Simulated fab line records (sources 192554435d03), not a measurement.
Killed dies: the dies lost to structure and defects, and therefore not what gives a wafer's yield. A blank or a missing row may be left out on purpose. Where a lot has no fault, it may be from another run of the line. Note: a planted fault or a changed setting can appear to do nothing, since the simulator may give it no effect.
What tool caused it? + flow n5 finfet + 27 wafers from 9 lots sampled at 6 of the route's 1938 steps

## WHAT EACH GAUGE READ, for each wafer
N5_FIN_CUT_INSPECT_17: inspects for defects (brightfield).
| lot  | measured    | on                | raw defect count |
|------|-------------|-------------------|------------------|
| L606 | day 2 16:43 | defect inspect-01 | 178 178 281      |
| L610 | day 3 15:56 | defect inspect-01 | 301 144 200      |
| L612 | day 4 04:35 | defect inspect-01 | 162 202 114      |
| L613 | day 4 10:05 | defect inspect-01 | 215 213 131      |
| L614 | day 4 15:42 | defect inspect-01 | 149 379 188      |
| L615 | day 4 23:40 | defect inspect-01 | 263 218 229      |
| L620 | day 6 06:25 | defect inspect-02 | 124 117 195      |
| L622 | day 6 16:15 | defect inspect-01 | 266 277 291      |
| L624 | day 7 05:33 | defect inspect-02 | 178 178 130      |

N5_STI_FIN_REVEAL_FIN_H_MEAS_10.
| lot  | measured    | on     | trench depth nm (nm) |
|------|-------------|--------|----------------------|
| L606 | day 3 02:09 | ocd-01 | 51.9 52.3 52.8       |
| L610 | day 4 00:49 | ocd-02 | 52.5 52.5 51.7       |
| L612 | day 4 13:13 | ocd-02 | 51.6 51.9 50.9       |
| L613 | day 4 18:46 | ocd-01 | 51.9 51.6 51.0       |
| L614 | day 5 00:31 | ocd-02 | 51.9 51.1 51.1       |
| L615 | day 5 09:08 | ocd-02 | 51.3 52.9 50.8       |
| L620 | day 6 15:12 | ocd-02 | 51.3 51.1 52.5       |
| L622 | day 7 01:40 | ocd-02 | 54.3 54.4 54.1       |
| L624 | day 7 14:36 | ocd-02 | 55.1 54.7 54.4       |

N5_BEOL_M4_RC_MEAS_101.
| lot  | measured     | on        | DIBL_N (mV/V)  | DIBL_P (mV/V)  | IOFF_N (nA/um) | IOFF_P (nA/um) | ION_N (uA/um) | ION_P (uA/um) | SS_N (mV/dec)  | SS_P (mV/dec)  | VT_N (mV)   | VT_P (mV)      |
|------|--------------|-----------|----------------|----------------|----------------|----------------|---------------|---------------|----------------|----------------|-------------|----------------|
| L606 | day 8 07:41  | prober-02 | 32.6 32.3 32.3 | 31.7 31.6 31.5 | 0.10 0.10 0.10 | 0.15 0.15 0.15 | 651 653 664   | 456 453 456   | 70.0 69.8 70.1 | 72.0 71.8 72.1 | 259 256 257 | -256 -253 -254 |
| L610 | day 9 08:29  | prober-01 | 34.8 36.4 36.4 | 35.7 37.8 36.9 | 0.14 0.16 0.17 | 0.19 0.22 0.21 | 674 675 680   | 460 467 458   | 71.6 71.6 70.6 | 72.7 73.9 73.1 | 251 249 247 | -250 -249 -251 |
| L612 | day 11 13:41 | prober-02 | 36.3 34.7 33.9 | 35.8 33.7 32.3 | 0.16 0.13 0.11 | 0.24 0.20 0.17 | 670 658 627   | 465 463 450   | 72.2 71.6 72.0 | 72.4 72.2 72.4 | 252 251 259 | -246 -250 -250 |
| L613 | day 11 02:29 | prober-02 | 36.2 40.1 39.7 | 34.9 40.8 37.9 | 0.14 0.23 0.20 | 0.16 0.26 0.21 | 668 681 677   | 452 462 453   | 71.8 72.4 73.6 | 73.0 73.9 73.3 | 253 245 252 | -257 -251 -252 |
| L614 | day 11 21:26 | prober-02 | 38.4 37.1 35.5 | 39.9 37.6 36.4 | 0.19 0.17 0.14 | 0.26 0.24 0.20 | 689 673 669   | 467 465 459   | 71.9 71.4 70.8 | 74.1 73.6 73.8 | 247 251 251 | -250 -246 -249 |
| L615 | day 11 15:45 | prober-01 | 36.1 35.3 37.2 | 37.2 36.9 38.8 | 0.15 0.16 0.19 | 0.21 0.21 0.23 | 664 692 683   | 455 476 462   | 71.5 71.4 72.4 | 73.3 73.0 73.6 | 249 247 246 | -251 -251 -249 |
| L620 | day 13 14:58 | prober-02 | 36.1 36.9 36.7 | 37.3 37.7 38.0 | 0.15 0.16 0.16 | 0.22 0.22 0.22 | 661 669 684   | 462 469 474   | 71.3 70.7 72.0 | 73.1 72.8 73.5 | 249 249 249 | -248 -245 -248 |
| L622 | day 14 07:01 | prober-02 | 35.9 33.5 36.9 | 38.0 34.1 37.8 | 0.19 0.14 0.20 | 0.24 0.18 0.23 | 714 695 708   | 483 475 479   | 71.5 70.6 71.4 | 74.0 73.8 73.8 | 246 248 243 | -248 -252 -249 |
| L624 | day 13 08:12 | prober-02 | 35.4 34.5 32.8 | 35.2 35.1 32.3 | 0.17 0.17 0.12 | 0.19 0.19 0.15 | 723 711 702   | 487 480 471   | 71.5 71.0 71.0 | 72.9 72.7 72.6 | 246 246 251 | -253 -252 -257 |

## EACH LOT AND THE TOOL THAT RAN IT (in order: tool; ch and the chambers of the sampled wafers; start)
| lot  | N5_FIN_CUT_CUT_ETCH_15          | N5_STI_FIN_REVEAL_RECESS_09       | N5_DUMMY_GATE_ALD_02             |
|------|---------------------------------|-----------------------------------|----------------------------------|
| L606 | rie si-05 ch 1,2, day 2 16:26   | vapor etch-02 ch 0,1, day 2 23:52 | ald sin-02 ch 0,1,3, day 3 02:23 |
| L610 | rie si-06 ch 0,1,2, day 3 15:37 | vapor etch-01 ch 0,1, day 3 21:58 | ald sin-02 ch 1,2, day 4 01:17   |
| L612 | rie si-02 ch 0,1, day 4 04:18   | vapor etch-01 ch 0,1, day 4 10:31 | ald sin-01 ch 1,3, day 4 19:02   |
| L613 | rie si-06 ch 0,2,3, day 4 09:47 | vapor etch-01 ch 0,1, day 4 16:01 | ald sin-02 ch 0,1,3, day 4 19:07 |
| L614 | rie si-06 ch 0,1,2, day 4 15:25 | vapor etch-02 ch 0,1, day 4 22:21 | ald sin-02 ch 0,3, day 5 00:42   |
| L615 | rie si-06 ch 1,2, day 4 23:16   | vapor etch-01 ch 0,1, day 5 06:24 | ald sin-04 ch 0,2, day 5 09:21   |
| L620 | rie si-06 ch 2,3, day 6 06:08   | vapor etch-01 ch 1, day 6 12:28   | ald sin-04 ch 2,3, day 6 15:46   |
| L622 | rie si-05 ch 0,3, day 6 15:55   | vapor etch-01 ch 0,1, day 6 23:16 | ald sin-04 ch 1,2,3, day 7 01:50 |
| L624 | rie si-06 ch 2,3, day 7 05:16   | vapor etch-01 ch 0,1, day 7 11:54 | ald sin-01 ch 0,1, day 7 14:47   |
- N5_FIN_CUT_CUT_ETCH_15: etches Si in HBr/Cl2/O2, target depth 100 nm, bt time 10 s, time 42.4 s.
- N5_STI_FIN_REVEAL_RECESS_09: chemistry HF/NH3, target SiO2, afs cycles 11, target depth 42.5 nm, sublimation time 60 s.
- N5_DUMMY_GATE_ALD_02: deposits SiO2, target thk 2 nm, pulse time 1 s.

## WHAT THE TOOLS THEMSELVES READ (means of the sampled wafers that have a number; where no wafer has one, the mark that the record gives instead)
N5_FIN_CUT_CUT_ETCH_15.
| lot  | tool      | drypump motor current A (A) | oes product au (a.u.) | throttle valve pct (%) |
|------|-----------|-----------------------------|-----------------------|------------------------|
| L606 | rie si-05 | 6.4                         | 0.997                 | 37.22                  |
| L610 | rie si-06 | 5.9                         | 1.018                 | 37.32                  |
| L612 | rie si-02 | 6.4                         | 0.989                 | 37.35                  |
| L613 | rie si-06 | 5.6                         | 1.001                 | 37.37                  |
| L614 | rie si-06 | 6.0                         | 1.012                 | 37.33                  |
| L615 | rie si-06 | 6.2                         | 1.028                 | 37.24                  |
| L620 | rie si-06 | 5.4                         | 1.011                 | 37.34                  |
| L622 | rie si-05 | 5.8                         | 0.987                 | 36.99                  |
| L624 | rie si-06 | 5.4                         | 1.015                 | 37.34                  |

N5_STI_FIN_REVEAL_RECESS_09.
| lot  | tool          | drypump motor current A (A) | sublimation temp c (C) | temp c (C) |
|------|---------------|-----------------------------|------------------------|------------|
| L606 | vapor etch-02 | 5.9                         | 179.91                 | 30.08      |
| L610 | vapor etch-01 | 5.6                         | 179.89                 | 29.92      |
| L612 | vapor etch-01 | 5.8                         | 180.08                 | 30.03      |
| L613 | vapor etch-01 | 5.5                         | 180.01                 | 30.07      |
| L614 | vapor etch-02 | 5.9                         | 180.11                 | 30.08      |
| L615 | vapor etch-01 | 5.5                         | 180.13                 | 29.98      |
| L620 | vapor etch-01 | 5.3                         | 179.88                 | 29.97      |
| L622 | vapor etch-01 | 5.8                         | 179.86                 | 28.01      |
| L624 | vapor etch-01 | 5.5                         | 180.13                 | 27.95      |

N5_DUMMY_GATE_ALD_02.
| lot  | tool       | heater power w (W) | precursor pulse height rel |
|------|------------|--------------------|----------------------------|
| L606 | ald sin-02 | 457                | 1.004                      |
| L610 | ald sin-02 | 448                | 1.011                      |
| L612 | ald sin-01 | 470                | 1.001                      |
| L613 | ald sin-02 | 461                | 0.995                      |
| L614 | ald sin-02 | 442                | 0.976                      |
| L615 | ald sin-04 | 460                | 0.994                      |
| L620 | ald sin-04 | 503                | 1.001                      |
| L622 | ald sin-04 | 502                | 1.006                      |
| L624 | ald sin-01 | 489                | 0.994                      |

## THE ANSWER, worked out from the rows above alone
Rule: the lots themselves supply what counts as usual. Put in order of their means at a reading, lots are off if they are a third of the lots or fewer, leave a main group of 4 or more, and stand apart from it by a gap of 3 or more times the standard deviation of the main group's means; of several such gaps the widest counts. A main group is skipped when, at the precision printed for the reading in the tables above, its means are all equal. A lot without any number at a reading at which 4 lots or more have one is off too. Any other lot the step has rows for is counted as sound. After the gauges, taken in route order, come the tools' own readings; for these a lot's mean is taken, as printed above. The first step at which some lot is off is used, and at that step the reading that is off furthest; a lot without a number counts as furthest.
Off: L622, L624 (N5_STI_FIN_REVEAL_FIN_H_MEAS_10, trench depth nm). The main group has a mean of 51.7 nm with a standard deviation of 0.36.
A tool fits if, at a process step before that reading, it ran every lot that is off, and no sound lot after the first of them. Not tried: the gauges at N5_STI_FIN_REVEAL_FIN_H_MEAS_10; whatever is off there is also off at N5_STI_FIN_REVEAL_RECESS_09, on other tools, and gauge error can't account for it. One fits: N5_STI_FIN_REVEAL_RECESS_09 on vapor etch-01. Its last sound lot is L620 (day 6 12:28), its first lot that is off L622 (day 6 23:16): a fault that began between those two fits.
On the lots that are off, the tool's own readings at N5_STI_FIN_REVEAL_RECESS_09 differ by more than 5 times the standard deviation of the sound lots' means, which bears it out; temp c reads 27.98 C there versus 30.02 C on the sound lots.

## WHAT HAD BEEN PUT IN BY THE SIMULATOR
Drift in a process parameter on vapor etch-01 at N5_STI_FIN_REVEAL_RECESS_09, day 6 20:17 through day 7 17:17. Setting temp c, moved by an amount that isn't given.
Struck lots among those shown: L622, L624. The rule given above showed the same thing.
